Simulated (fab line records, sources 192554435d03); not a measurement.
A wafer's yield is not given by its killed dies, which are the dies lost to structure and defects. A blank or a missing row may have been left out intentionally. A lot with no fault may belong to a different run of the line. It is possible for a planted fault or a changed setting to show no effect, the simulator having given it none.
Matching of chambers / flow n5-finfet / 4 sister chambers for N5_MOL_CONTACT_COAG_ETCH_124 on rie-diel-06
The step etches SiNx in CH3F/O2, stops on SiOC, target depth 6.5 nm. 16 wafers are shown with their chamber, then 8 later ones without.

== WAFERS, EACH WITH ITS CHAMBER ==
wafer=L082.1; chamber=0; drypump-motor-current-A (A)=6.2; showerhead-plenum-p-Torr (Torr)=1.97; rf-vpp-V (V)=293
wafer=L082.3; chamber=1; drypump-motor-current-A (A)=4.8; showerhead-plenum-p-Torr (Torr)=1.92; rf-vpp-V (V)=307
wafer=L082.5; chamber=0; drypump-motor-current-A (A)=6.2; showerhead-plenum-p-Torr (Torr)=1.97; rf-vpp-V (V)=292
wafer=L084.2; chamber=0; drypump-motor-current-A (A)=6.2; showerhead-plenum-p-Torr (Torr)=1.97; rf-vpp-V (V)=293
wafer=L084.4; chamber=1; drypump-motor-current-A (A)=4.8; showerhead-plenum-p-Torr (Torr)=1.92; rf-vpp-V (V)=307
wafer=L084.6; chamber=0; drypump-motor-current-A (A)=6.3; showerhead-plenum-p-Torr (Torr)=1.97; rf-vpp-V (V)=293
wafer=L085.1; chamber=1; drypump-motor-current-A (A)=4.9; showerhead-plenum-p-Torr (Torr)=1.92; rf-vpp-V (V)=306
wafer=L085.2; chamber=0; drypump-motor-current-A (A)=6.2; showerhead-plenum-p-Torr (Torr)=1.97; rf-vpp-V (V)=292
wafer=L085.6; chamber=2; drypump-motor-current-A (A)=5.4; showerhead-plenum-p-Torr (Torr)=1.94; rf-vpp-V (V)=298
wafer=L087.3; chamber=3; drypump-motor-current-A (A)=6.6; showerhead-plenum-p-Torr (Torr)=2.03; rf-vpp-V (V)=297
wafer=L087.4; chamber=0; drypump-motor-current-A (A)=6.2; showerhead-plenum-p-Torr (Torr)=1.97; rf-vpp-V (V)=291
wafer=L087.5; chamber=3; drypump-motor-current-A (A)=6.6; showerhead-plenum-p-Torr (Torr)=2.03; rf-vpp-V (V)=299
wafer=L090.3; chamber=0; drypump-motor-current-A (A)=6.3; showerhead-plenum-p-Torr (Torr)=1.96; rf-vpp-V (V)=294
wafer=L090.4; chamber=3; drypump-motor-current-A (A)=6.6; showerhead-plenum-p-Torr (Torr)=2.02; rf-vpp-V (V)=297
wafer=L090.5; chamber=1; drypump-motor-current-A (A)=4.8; showerhead-plenum-p-Torr (Torr)=1.91; rf-vpp-V (V)=307
wafer=L092.1; chamber=2; drypump-motor-current-A (A)=5.4; showerhead-plenum-p-Torr (Torr)=1.94; rf-vpp-V (V)=297

SIGNATURES (means of the wafers above)
reading=drypump-motor-current-A; chamber 0=6.229; chamber 1=4.825; chamber 2=5.400; chamber 3=6.600; scatter within a chamber=0.0426
reading=showerhead-plenum-p-Torr; chamber 0=1.9686; chamber 1=1.9175; chamber 2=1.9400; chamber 3=2.0267; scatter within a chamber=0.00435
reading=rf-vpp-V; chamber 0=292.57; chamber 1=306.75; chamber 2=297.50; chamber 3=297.67; scatter within a chamber=0.896
Rule: for a wafer and a chamber, the distance is found by dividing, reading by reading, the gap between the wafer's reading and the chamber's mean by the reading's scatter, squaring, summing and taking the root. The wafer belongs to the nearest chamber; if the next one is less than 2 further off, it can't be placed. The scatter: take each reading less its chamber's mean, square it, sum over the shown wafers, divide by the number of wafers less the number of chambers, and take the root.

== WAFERS WITH NO CHAMBER GIVEN ==
wafer=L092.2; drypump-motor-current-A (A)=6.6; showerhead-plenum-p-Torr (Torr)=2.02; rf-vpp-V (V)=298
wafer=L092.3; drypump-motor-current-A (A)=4.8; showerhead-plenum-p-Torr (Torr)=1.91; rf-vpp-V (V)=307
wafer=L095.2; drypump-motor-current-A (A)=6.2; showerhead-plenum-p-Torr (Torr)=1.96; rf-vpp-V (V)=293
wafer=L095.3; drypump-motor-current-A (A)=5.4; showerhead-plenum-p-Torr (Torr)=1.93; rf-vpp-V (V)=298
wafer=L095.4; drypump-motor-current-A (A)=6.2; showerhead-plenum-p-Torr (Torr)=1.96; rf-vpp-V (V)=293
wafer=L096.1; drypump-motor-current-A (A)=6.6; showerhead-plenum-p-Torr (Torr)=2.02; rf-vpp-V (V)=297
wafer=L096.2; drypump-motor-current-A (A)=4.9; showerhead-plenum-p-Torr (Torr)=1.91; rf-vpp-V (V)=306
wafer=L096.4; drypump-motor-current-A (A)=6.2; showerhead-plenum-p-Torr (Torr)=1.96; rf-vpp-V (V)=293

== EACH ONE'S CHAMBER ==
wafer=L092.2; from the rows above=3; in truth=3
wafer=L092.3; from the rows above=1; in truth=1
wafer=L095.2; from the rows above=0; in truth=0
wafer=L095.3; from the rows above=2; in truth=2
wafer=L095.4; from the rows above=0; in truth=0
wafer=L096.1; from the rows above=3; in truth=3
wafer=L096.2; from the rows above=1; in truth=1
wafer=L096.4; from the rows above=0; in truth=0
Placed correctly: 8 of 8. Not placeable from these rows: 0. Wrongly placed: 0.
